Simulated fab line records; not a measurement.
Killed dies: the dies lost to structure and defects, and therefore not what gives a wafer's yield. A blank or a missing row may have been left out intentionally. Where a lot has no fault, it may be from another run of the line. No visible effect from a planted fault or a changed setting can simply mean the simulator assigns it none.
Which tool did it? || flow n5-finfet || 8 lots with 24 wafers sampled at 5 steps, on a route of 1938 steps

## WHAT THE GAUGES READ, wafer by wafer
N5_BEOL_M4_RC_MEAS_101. Usual: DIBL_N 36.5 mV/V, standard deviation 1.4; DIBL_P 36.6 mV/V, standard deviation 1.6; IOFF_N 0.160 nA/um, standard deviation 0.024; IOFF_P 0.217 nA/um, standard deviation 0.029; ION_N 674 uA/um, standard deviation 8.7; ION_P 464 uA/um, standard deviation 6.5; SS_N 71.6 mV/dec, standard deviation 0.47; SS_P 73.4 mV/dec, standard deviation 0.57; VT_N 250.0 mV, standard deviation 2.5; VT_P -250 mV, standard deviation 3.1.
{"lot": "L790", "measured": "day 8 06:04", "on": "prober-02", "DIBL_N (mV/V)": "34.3 35.2 35.5", "DIBL_P (mV/V)": "35.8 36.7 36.3", "IOFF_N (nA/um)": "0.140 0.143 0.152", "IOFF_P (nA/um)": "0.193 0.203 0.208", "ION_N (uA/um)": "663 666 671", "ION_P (uA/um)": "465 461 462", "SS_N (mV/dec)": "71.6 71.8 71.7", "SS_P (mV/dec)": "72.8 72.6 73.3", "VT_N (mV)": "250.5 251.5 249.1", "VT_P (mV)": "-251 -251 -249", "flag": ""}
{"lot": "L791", "measured": "day 8 17:36", "on": "prober-01", "DIBL_N (mV/V)": "36.9 34.8 37.4", "DIBL_P (mV/V)": "37.8 34.3 37.7", "IOFF_N (nA/um)": "0.177 0.138 0.188", "IOFF_P (nA/um)": "0.222 0.175 0.220", "ION_N (uA/um)": "669 678 690", "ION_P (uA/um)": "460 463 466", "SS_N (mV/dec)": "71.7 70.9 71.8", "SS_P (mV/dec)": "73.2 73.1 74.0", "VT_N (mV)": "248.6 253.1 247.8", "VT_P (mV)": "-249 -252 -250", "flag": ""}
{"lot": "L793", "measured": "day 9 03:20", "on": "prober-01", "DIBL_N (mV/V)": "37.1 36.6 36.3", "DIBL_P (mV/V)": "37.2 36.7 36.3", "IOFF_N (nA/um)": "0.180 0.178 0.169", "IOFF_P (nA/um)": "0.253 0.256 0.241", "ION_N (uA/um)": "687 675 684", "ION_P (uA/um)": "474 468 475", "SS_N (mV/dec)": "71.6 71.7 71.6", "SS_P (mV/dec)": "73.5 72.6 73.6", "VT_N (mV)": "247.7 247.2 244.9", "VT_P (mV)": "-247 -246 -245", "flag": ""}
{"lot": "L798", "measured": "day 10 18:02", "on": "prober-02", "DIBL_N (mV/V)": "36.5 36.8 37.5", "DIBL_P (mV/V)": "33.8 35.0 35.5", "IOFF_N (nA/um)": "0.151 0.151 0.163", "IOFF_P (nA/um)": "0.192 0.203 0.220", "ION_N (uA/um)": "676 678 677", "ION_P (uA/um)": "461 468 466", "SS_N (mV/dec)": "71.2 71.1 71.2", "SS_P (mV/dec)": "72.1 73.8 73.2", "VT_N (mV)": "250.4 249.4 249.3", "VT_P (mV)": "-251 -251 -248", "flag": ""}
{"lot": "L801", "measured": "day 11 04:09", "on": "prober-01", "DIBL_N (mV/V)": "35.7 37.9 36.0", "DIBL_P (mV/V)": "35.4 37.3 35.4", "IOFF_N (nA/um)": "0.134 0.174 0.140", "IOFF_P (nA/um)": "0.212 0.239 0.210", "ION_N (uA/um)": "666 681 675", "ION_P (uA/um)": "469 465 468", "SS_N (mV/dec)": "70.7 72.1 71.0", "SS_P (mV/dec)": "72.5 73.1 72.9", "VT_N (mV)": "251.2 249.5 249.9", "VT_P (mV)": "-249 -246 -249", "flag": ""}
{"lot": "L804", "measured": "day 11 23:23", "on": "prober-01", "DIBL_N (mV/V)": "39.6 37.6 34.9", "DIBL_P (mV/V)": "40.9 37.6 34.8", "IOFF_N (nA/um)": "0.225 0.175 0.131", "IOFF_P (nA/um)": "0.299 0.239 0.190", "ION_N (uA/um)": "692 680 664", "ION_P (uA/um)": "480 467 463", "SS_N (mV/dec)": "72.1 71.7 70.7", "SS_P (mV/dec)": "74.3 73.3 73.4", "VT_N (mV)": "245.3 248.3 250.8", "VT_P (mV)": "-246 -248 -249", "flag": ""}
{"lot": "L807", "measured": "day 12 14:25", "on": "prober-01", "DIBL_N (mV/V)": "36.7 36.8 35.0", "DIBL_P (mV/V)": "38.8 39.0 36.9", "IOFF_N (nA/um)": "0.167 0.173 0.146", "IOFF_P (nA/um)": "0.226 0.231 0.194", "ION_N (uA/um)": "666 669 672", "ION_P (uA/um)": "463 459 460", "SS_N (mV/dec)": "72.0 71.6 71.7", "SS_P (mV/dec)": "74.2 73.8 73.3", "VT_N (mV)": "249.4 250.7 250.6", "VT_P (mV)": "-253 -250 -252", "flag": ""}
{"lot": "L811", "measured": "day 13 13:08", "on": "prober-01", "DIBL_N (mV/V)": "35.8 34.8 37.9", "DIBL_P (mV/V)": "38.6 37.1 40.1", "IOFF_N (nA/um)": "0.164 0.143 0.199", "IOFF_P (nA/um)": "0.217 0.193 0.236", "ION_N (uA/um)": "677 677 686", "ION_P (uA/um)": "454 461 458", "SS_N (mV/dec)": "71.6 70.9 73.0", "SS_P (mV/dec)": "73.5 73.4 74.4", "VT_N (mV)": "248.1 252.1 248.2", "VT_P (mV)": "-249 -250 -249", "flag": ""}

## EACH LOT AND THE TOOL THAT RAN IT (in order: tool; ch and the chambers of the sampled wafers; start)
{"lot": "L790", "N5_FIN_CUT_DESCUM_13": "rie-diel-05 ch 0,1,3, day 2 09:50", "N5_FIN_CUT_ETCH_30": "rie-diel-05 ch 0,1,3, day 2 09:53", "N5_FIN_CUT_CUT_ETCH_15": "rie-si-03 ch 0,1, day 2 10:28", "N5_FIN_CUT_STRIP_22": "rie-diel-04 ch 0,1,2, day 2 10:35"}
{"lot": "L791", "N5_FIN_CUT_DESCUM_13": "rie-diel-04 ch 1,2,3, day 2 15:33", "N5_FIN_CUT_ETCH_30": "rie-diel-04 ch 1,2,3, day 2 15:35", "N5_FIN_CUT_CUT_ETCH_15": "rie-si-01 ch 0,1, day 2 16:11", "N5_FIN_CUT_STRIP_22": "rie-diel-03 ch 0,3, day 2 16:18"}
{"lot": "L793", "N5_FIN_CUT_DESCUM_13": "rie-diel-05 ch 0,2,3, day 3 03:07", "N5_FIN_CUT_ETCH_30": "rie-diel-05 ch 0,2,3, day 3 03:09", "N5_FIN_CUT_CUT_ETCH_15": "rie-si-01 ch 0,3, day 3 03:49", "N5_FIN_CUT_STRIP_22": "rie-diel-05 ch 1,2, day 3 03:56"}
{"lot": "L798", "N5_FIN_CUT_DESCUM_13": "rie-diel-04 ch 2,3, day 4 14:04", "N5_FIN_CUT_ETCH_30": "rie-diel-04 ch 2,3, day 4 14:06", "N5_FIN_CUT_CUT_ETCH_15": "rie-si-01 ch 0,1, day 4 14:43", "N5_FIN_CUT_STRIP_22": "rie-diel-05 ch 0,1,2, day 4 14:50"}
{"lot": "L801", "N5_FIN_CUT_DESCUM_13": "rie-diel-05 ch 0,1,2, day 5 04:42", "N5_FIN_CUT_ETCH_30": "rie-diel-05 ch 0,1,2, day 5 04:44", "N5_FIN_CUT_CUT_ETCH_15": "rie-si-01 ch 0,1,3, day 5 05:20", "N5_FIN_CUT_STRIP_22": "rie-diel-03 ch 0,3, day 5 05:27"}
{"lot": "L804", "N5_FIN_CUT_DESCUM_13": "rie-diel-04 ch 1,2,3, day 5 20:53", "N5_FIN_CUT_ETCH_30": "rie-diel-04 ch 1,2,3, day 5 20:55", "N5_FIN_CUT_CUT_ETCH_15": "rie-si-03 ch 0,1,3, day 5 21:31", "N5_FIN_CUT_STRIP_22": "rie-diel-04 ch 0,1,3, day 5 21:38"}
{"lot": "L807", "N5_FIN_CUT_DESCUM_13": "rie-diel-03 ch 1,2, day 6 15:54", "N5_FIN_CUT_ETCH_30": "rie-diel-03 ch 1,2, day 6 15:56", "N5_FIN_CUT_CUT_ETCH_15": "rie-si-05 ch 0,3, day 6 16:32", "N5_FIN_CUT_STRIP_22": "rie-diel-03 ch 0,2,3, day 6 16:41"}
{"lot": "L811", "N5_FIN_CUT_DESCUM_13": "rie-diel-03 ch 0,1,2, day 7 15:00", "N5_FIN_CUT_ETCH_30": "rie-diel-03 ch 0,1,2, day 7 15:02", "N5_FIN_CUT_CUT_ETCH_15": "rie-si-05 ch 0,2,3, day 7 15:38", "N5_FIN_CUT_STRIP_22": "rie-diel-03 ch 0,1,3, day 7 15:54"}
- N5_FIN_CUT_DESCUM_13: chemistry O2, time 7 s.
- N5_FIN_CUT_ETCH_30: etches underlayer in N2/H2, target depth 13 nm, time 10.4 s.
- N5_FIN_CUT_CUT_ETCH_15: etches Si in HBr/Cl2/O2, target depth 100 nm, bt time 10 s, time 42.4 s.
- N5_FIN_CUT_STRIP_22: strips in N2/H2.

## AS READ BY THE TOOLS THEMSELVES (means over the sampled wafers that have a number; for cases with no such wafer, the mark the record gives instead)
N5_FIN_CUT_DESCUM_13. Usual: drypump-motor-current-A 5.7 A, standard deviation 0.48; oes-product-au 0.82 a.u., standard deviation 0.089; rf-vpp-V 243.4 V, standard deviation 1.5; showerhead-plenum-p-Torr 2.10 Torr, standard deviation 0.079; throttle-valve-pct 20.37 %, standard deviation 0.2.
{"lot": "L790", "tool": "rie-diel-05", "drypump-motor-current-A (A)": 5.6, "oes-product-au (a.u.)": 0.89, "rf-vpp-V (V)": 244.2, "showerhead-plenum-p-Torr (Torr)": 2.12, "throttle-valve-pct (%)": 20.32, "flag": ""}
{"lot": "L791", "tool": "rie-diel-04", "drypump-motor-current-A (A)": 5.4, "oes-product-au (a.u.)": 0.83, "rf-vpp-V (V)": 242.9, "showerhead-plenum-p-Torr (Torr)": 2.08, "throttle-valve-pct (%)": 20.36, "flag": ""}
{"lot": "L793", "tool": "rie-diel-05", "drypump-motor-current-A (A)": 5.7, "oes-product-au (a.u.)": 0.88, "rf-vpp-V (V)": 243.9, "showerhead-plenum-p-Torr (Torr)": 2.12, "throttle-valve-pct (%)": 20.37, "flag": ""}
{"lot": "L798", "tool": "rie-diel-04", "drypump-motor-current-A (A)": 5.2, "oes-product-au (a.u.)": 0.75, "rf-vpp-V (V)": 244.0, "showerhead-plenum-p-Torr (Torr)": 2.12, "throttle-valve-pct (%)": 20.21, "flag": ""}
{"lot": "L801", "tool": "rie-diel-05", "drypump-motor-current-A (A)": 5.7, "oes-product-au (a.u.)": 0.91, "rf-vpp-V (V)": 244.6, "showerhead-plenum-p-Torr (Torr)": 2.17, "throttle-valve-pct (%)": 20.37, "flag": ""}
{"lot": "L804", "tool": "rie-diel-04", "drypump-motor-current-A (A)": 5.4, "oes-product-au (a.u.)": 0.79, "rf-vpp-V (V)": 242.2, "showerhead-plenum-p-Torr (Torr)": 2.07, "throttle-valve-pct (%)": 20.40, "flag": ""}
{"lot": "L807", "tool": "rie-diel-03", "drypump-motor-current-A (A)": 6.1, "oes-product-au (a.u.)": 0.78, "rf-vpp-V (V)": 242.1, "showerhead-plenum-p-Torr (Torr)": 2.04, "throttle-valve-pct (%)": 20.32, "flag": ""}
{"lot": "L811", "tool": "rie-diel-03", "drypump-motor-current-A (A)": 5.8, "oes-product-au (a.u.)": 0.79, "rf-vpp-V (V)": 242.9, "showerhead-plenum-p-Torr (Torr)": 2.07, "throttle-valve-pct (%)": 20.38, "flag": ""}

N5_FIN_CUT_ETCH_30. Usual: for bias-w, 150.0 W with a standard deviation of 0.46; for drypump-motor-current-A, 5.7 A with a standard deviation of 0.48; for etch-rf-on-time-s, 10.34 s with a standard deviation of 0.2; for oes-product-au, 0.70 a.u. with a standard deviation of 0.076; for rf-vpp-V, 524.4 V with a standard deviation of 2.8; for showerhead-plenum-p-Torr, 2.56 Torr with a standard deviation of 0.097; for throttle-valve-pct, 17.82 % with a standard deviation of 0.22.
{"lot": "L790", "tool": "rie-diel-05", "bias-w (W)": 150.2, "drypump-motor-current-A (A)": 5.6, "etch-rf-on-time-s (s)": 10.20, "oes-product-au (a.u.)": 0.76, "rf-vpp-V (V)": 525.2, "showerhead-plenum-p-Torr (Torr)": 2.58, "throttle-valve-pct (%)": 17.78, "flag": ""}
{"lot": "L791", "tool": "rie-diel-04", "bias-w (W)": 150.7, "drypump-motor-current-A (A)": 5.4, "etch-rf-on-time-s (s)": 10.12, "oes-product-au (a.u.)": 0.71, "rf-vpp-V (V)": 524.7, "showerhead-plenum-p-Torr (Torr)": 2.53, "throttle-valve-pct (%)": 17.84, "flag": ""}
{"lot": "L793", "tool": "rie-diel-05", "bias-w (W)": 150.2, "drypump-motor-current-A (A)": 5.7, "etch-rf-on-time-s (s)": 10.37, "oes-product-au (a.u.)": 0.74, "rf-vpp-V (V)": 525.0, "showerhead-plenum-p-Torr (Torr)": 2.58, "throttle-valve-pct (%)": 17.86, "flag": ""}
{"lot": "L798", "tool": "rie-diel-04", "bias-w (W)": 150.2, "drypump-motor-current-A (A)": 5.2, "etch-rf-on-time-s (s)": 10.25, "oes-product-au (a.u.)": 0.65, "rf-vpp-V (V)": 524.3, "showerhead-plenum-p-Torr (Torr)": 2.58, "throttle-valve-pct (%)": 17.69, "flag": ""}
{"lot": "L801", "tool": "rie-diel-05", "bias-w (W)": 149.4, "drypump-motor-current-A (A)": 5.7, "etch-rf-on-time-s (s)": 10.18, "oes-product-au (a.u.)": 0.78, "rf-vpp-V (V)": 526.8, "showerhead-plenum-p-Torr (Torr)": 2.63, "throttle-valve-pct (%)": 17.84, "flag": ""}
{"lot": "L804", "tool": "rie-diel-04", "bias-w (W)": 150.0, "drypump-motor-current-A (A)": 5.4, "etch-rf-on-time-s (s)": 10.26, "oes-product-au (a.u.)": 0.68, "rf-vpp-V (V)": 522.9, "showerhead-plenum-p-Torr (Torr)": 2.52, "throttle-valve-pct (%)": 17.87, "flag": ""}
{"lot": "L807", "tool": "rie-diel-03", "bias-w (W)": 149.9, "drypump-motor-current-A (A)": 6.1, "etch-rf-on-time-s (s)": 10.40, "oes-product-au (a.u.)": 0.66, "rf-vpp-V (V)": 522.4, "showerhead-plenum-p-Torr (Torr)": 2.47, "throttle-valve-pct (%)": 17.73, "flag": ""}
{"lot": "L811", "tool": "rie-diel-03", "bias-w (W)": 149.9, "drypump-motor-current-A (A)": 5.9, "etch-rf-on-time-s (s)": 10.49, "oes-product-au (a.u.)": 0.66, "rf-vpp-V (V)": 523.9, "showerhead-plenum-p-Torr (Torr)": 2.51, "throttle-valve-pct (%)": 17.76, "flag": ""}

N5_FIN_CUT_CUT_ETCH_15. Usual: drypump-motor-current-A 5.7 A, standard deviation 0.44; oes-product-au 1.005 a.u., standard deviation 0.015; throttle-valve-pct 37.03 %, standard deviation 0.27.
{"lot": "L790", "tool": "rie-si-03", "drypump-motor-current-A (A)": 6.0, "oes-product-au (a.u.)": 0.995, "throttle-valve-pct (%)": 37.04, "flag": ""}
{"lot": "L791", "tool": "rie-si-01", "drypump-motor-current-A (A)": 5.7, "oes-product-au (a.u.)": 1.011, "throttle-valve-pct (%)": 36.90, "flag": ""}
{"lot": "L793", "tool": "rie-si-01", "drypump-motor-current-A (A)": 5.7, "oes-product-au (a.u.)": 1.014, "throttle-valve-pct (%)": 37.14, "flag": ""}
{"lot": "L798", "tool": "rie-si-01", "drypump-motor-current-A (A)": 5.8, "oes-product-au (a.u.)": 1.013, "throttle-valve-pct (%)": 36.90, "flag": ""}
{"lot": "L801", "tool": "rie-si-01", "drypump-motor-current-A (A)": 5.7, "oes-product-au (a.u.)": 1.007, "throttle-valve-pct (%)": 36.94, "flag": ""}
{"lot": "L804", "tool": "rie-si-03", "drypump-motor-current-A (A)": 6.0, "oes-product-au (a.u.)": 0.995, "throttle-valve-pct (%)": 37.18, "flag": ""}
{"lot": "L807", "tool": "rie-si-05", "drypump-motor-current-A (A)": 5.6, "oes-product-au (a.u.)": 0.993, "throttle-valve-pct (%)": 37.40, "flag": ""}
{"lot": "L811", "tool": "rie-si-05", "drypump-motor-current-A (A)": 5.4, "oes-product-au (a.u.)": 1.008, "throttle-valve-pct (%)": 37.19, "flag": ""}

N5_FIN_CUT_STRIP_22. Usual: drypump-motor-current-A 5.7 A, standard deviation 0.45; oes-product-au 0.83 a.u., standard deviation 0.093; rf-vpp-V 54.2 V, standard deviation 2.1; showerhead-plenum-p-Torr 3.38 Torr, standard deviation 0.12; throttle-valve-pct 18.9 %, standard deviation 0.41.
{"lot": "L790", "tool": "rie-diel-04", "drypump-motor-current-A (A)": 5.5, "oes-product-au (a.u.)": 0.82, "rf-vpp-V (V)": 57.5, "showerhead-plenum-p-Torr (Torr)": 3.39, "throttle-valve-pct (%)": 18.9, "flag": ""}
{"lot": "L791", "tool": "rie-diel-03", "drypump-motor-current-A (A)": 5.6, "oes-product-au (a.u.)": 0.77, "rf-vpp-V (V)": 54.3, "showerhead-plenum-p-Torr (Torr)": 3.32, "throttle-valve-pct (%)": 19.0, "flag": ""}
{"lot": "L793", "tool": "rie-diel-05", "drypump-motor-current-A (A)": 5.3, "oes-product-au (a.u.)": 0.94, "rf-vpp-V (V)": 56.4, "showerhead-plenum-p-Torr (Torr)": 3.57, "throttle-valve-pct (%)": 18.8, "flag": ""}
{"lot": "L798", "tool": "rie-diel-05", "drypump-motor-current-A (A)": 5.7, "oes-product-au (a.u.)": 0.93, "rf-vpp-V (V)": 55.6, "showerhead-plenum-p-Torr (Torr)": 3.48, "throttle-valve-pct (%)": 19.1, "flag": ""}
{"lot": "L801", "tool": "rie-diel-03", "drypump-motor-current-A (A)": 5.9, "oes-product-au (a.u.)": 0.69, "rf-vpp-V (V)": 52.5, "showerhead-plenum-p-Torr (Torr)": 3.23, "throttle-valve-pct (%)": 19.4, "flag": ""}
{"lot": "L804", "tool": "rie-diel-04", "drypump-motor-current-A (A)": 5.9, "oes-product-au (a.u.)": 0.81, "rf-vpp-V (V)": 53.7, "showerhead-plenum-p-Torr (Torr)": 3.29, "throttle-valve-pct (%)": 19.0, "flag": ""}
{"lot": "L807", "tool": "rie-diel-03", "drypump-motor-current-A (A)": 5.9, "oes-product-au (a.u.)": 0.88, "rf-vpp-V (V)": 54.2, "showerhead-plenum-p-Torr (Torr)": 3.46, "throttle-valve-pct (%)": 18.8, "flag": ""}
{"lot": "L811", "tool": "rie-diel-03", "drypump-motor-current-A (A)": 5.8, "oes-product-au (a.u.)": 0.82, "rf-vpp-V (V)": 54.1, "showerhead-plenum-p-Torr (Torr)": 3.38, "throttle-valve-pct (%)": 19.0, "flag": ""}

## THE ANSWER, worked out from the rows above alone
Rule: lot off if the mean of its wafers having a number is beyond 3 standard deviations from the usual mean. Also off: a lot with no number at a reading for which 4 or more lots have one. All remaining lots with rows at the step are treated as sound. Order of review: gauges by route order, followed by the tools' own readings, for which a lot's mean as printed above is used. At the first step where some lot is off, the reading lying furthest off is the one used; lots without a number count as furthest.
Nothing can be told from this: no lot is off at any reading shown.

## WHAT THE SIMULATOR PUT IN
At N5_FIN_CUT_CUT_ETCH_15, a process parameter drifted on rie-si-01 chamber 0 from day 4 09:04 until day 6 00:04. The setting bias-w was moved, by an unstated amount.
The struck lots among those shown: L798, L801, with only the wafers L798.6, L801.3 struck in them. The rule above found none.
